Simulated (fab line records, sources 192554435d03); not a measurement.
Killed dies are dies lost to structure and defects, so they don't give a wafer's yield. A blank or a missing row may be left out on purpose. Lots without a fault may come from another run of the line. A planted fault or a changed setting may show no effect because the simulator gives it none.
Problem report in the 8D (eight disciplines) form, filled by code | flow n5_finfet | the parts of the form that need people (team, actions taken, sign-off) are left out

1. THE PROBLEM
run_length_s at N5_MOL_CONTACT_COAG_ALD_27 reads a mean of 3533.5 s on 4 wafers of 2 lots; wafers without a fault read 2769.9 s with a standard deviation of 0.6. That is +99 or more standard deviations from the usual mean.
The step: deposits SiOC, target thk 17 nm, pulse time 1.5 s, time 2720 s.
First seen on wafer L978.4, day 9 15:12, on ald_sin-03. The record holds 29 wafers of 10 lots with a number at this step. Rule for "out", or "out of limits": more than 4 standard deviations from the usual mean. The other wafers with a number count as sound.

2. WHAT IT IS AND WHAT IT IS NOT
question                    | is                             | is not
which readings at this step | run_length_s                   | heater_power_w, precursor_pulse_height_rel
which lots                  | L978, L979                     | L963, L964, L965, L966, L968, L970, L982, L983
which wafers of those lots  | L978.4, L978.5, L979.4, L979.5 | L978.6
read on which tools         | ald_sin-03                     | ald_sin-01, ald_sin-02
when                        | from day 9 15:12               | up to then (19 sound wafers); but 6 sound wafers of L982, L983 came after

3. SUSPECTS, AND WHAT RULES EACH OUT
Counting: a tool at a process step up to the reading stays a suspect if it ran every lot that is out. Sound lots after the first of them don't rule it out here, since some wafers of a struck lot are sound.
- ald_sin-03 at N5_MOL_CONTACT_COAG_ALD_27 (deposits SiOC, target thk 17 nm, pulse time 1.5 s, time 2720 s): kept. It ran every lot that is out, first L978 (day 9 15:12); its last sound lot up to then is L968 (day 7 03:32). Its own readings are out on those wafers: run_length_s.
Left after counting: ald_sin-03 at N5_MOL_CONTACT_COAG_ALD_27.

4. THE CAUSE (what the simulator had put in)
Process parameter drift: ald_sin-03, from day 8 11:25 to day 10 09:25, at N5_MOL_CONTACT_COAG_ALD_27. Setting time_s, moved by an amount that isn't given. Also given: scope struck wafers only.
Counting left only this tool.

5. THE CHAIN OF EFFECTS, in route order
Each row: a reading whose mean over the struck wafers that have a number lies more than 3 standard deviations from the usual. Only readings for which the record gives a usual standard deviation are gone through. hours: the time from each lot's start at the first step in this table that gives one to its start at this step, as a median over the lots. sigmas: the change in usual standard deviations.
hours | step                       | reading      | usual    | on struck wafers | change | sigmas
0     | N5_MOL_CONTACT_COAG_ALD_27 | run_length_s | 2769.9 s | 3533.5           | +763.6 | +99 or more
The process steps in it:
- N5_MOL_CONTACT_COAG_ALD_27: deposits SiOC, target thk 17 nm, pulse time 1.5 s, time 2720 s.
Later measuring or inspecting steps at which every struck wafer that the step has a row for has a number for every such reading, and none has moved that far: N5_BEOL_M4_RC_MEAS_101.

6. WHAT WOULD HAVE CAUGHT IT SOONER
In this record the first reading out of limits was taken at day 9 15:12, 28 hours after the fault began at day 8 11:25.
